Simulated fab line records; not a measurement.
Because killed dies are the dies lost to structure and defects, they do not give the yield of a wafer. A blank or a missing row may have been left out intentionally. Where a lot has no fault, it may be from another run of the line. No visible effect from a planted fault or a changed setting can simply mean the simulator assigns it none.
Matching of chambers -- flow nandHarc -- NHARC_A_STAIRCASE_DESCUM_312 on rieDiel-01 has 4 sister chambers
The step chemistry O2, time 3 s. 8 wafers are shown with their chamber, then 7 later ones without.

== WAFERS WITH THEIR CHAMBER ==
wafer,chamber,drypumpMotorCurrentA (A),showerheadPlenumPTorr (Torr)
L081.2,0,5.0,1.89
L081.3,1,6.4,1.96
L081.6,2,5.7,1.83
L086.3,3,5.2,1.80
L086.4,1,6.4,1.96
L086.6,2,5.7,1.83
L085.2,0,5.1,1.88
L085.4,3,5.2,1.80

== WAFERS MISSING THEIR CHAMBER ==
wafer,drypumpMotorCurrentA (A),showerheadPlenumPTorr (Torr)
L085.6,6.4,1.96
L091.3,5.2,1.80
L091.5,6.4,1.95
L091.6,5.1,1.88
L093.1,5.0,1.87
L093.4,5.2,1.79
L093.6,5.0,1.87

== EACH ONE'S CHAMBER ==
wafer,from the rows above,in truth
L085.6,1,1
L091.3,3,3
L091.5,1,1
L091.6,0,0
L093.1,0,0
L093.4,3,3
L093.6,0,0
Placed correctly: 7 of 7. From these rows, 0 cannot be placed. Placed wrongly: 0.
How it was worked out, from the rows above alone: a wafer's distance from a chamber is the root of the sum, over the readings, of the square of ((its reading less the chamber's mean) divided by the reading's scatter). If the next closest chamber is less than 2 further off than the closest, the wafer can't be placed; otherwise it belongs to the closest. For every chamber, the mean is computed from those of its wafers that are shown. The scatter: the root of (the sum of the squares of (reading less its chamber's mean) over the shown wafers, divided by (wafers less chambers)).
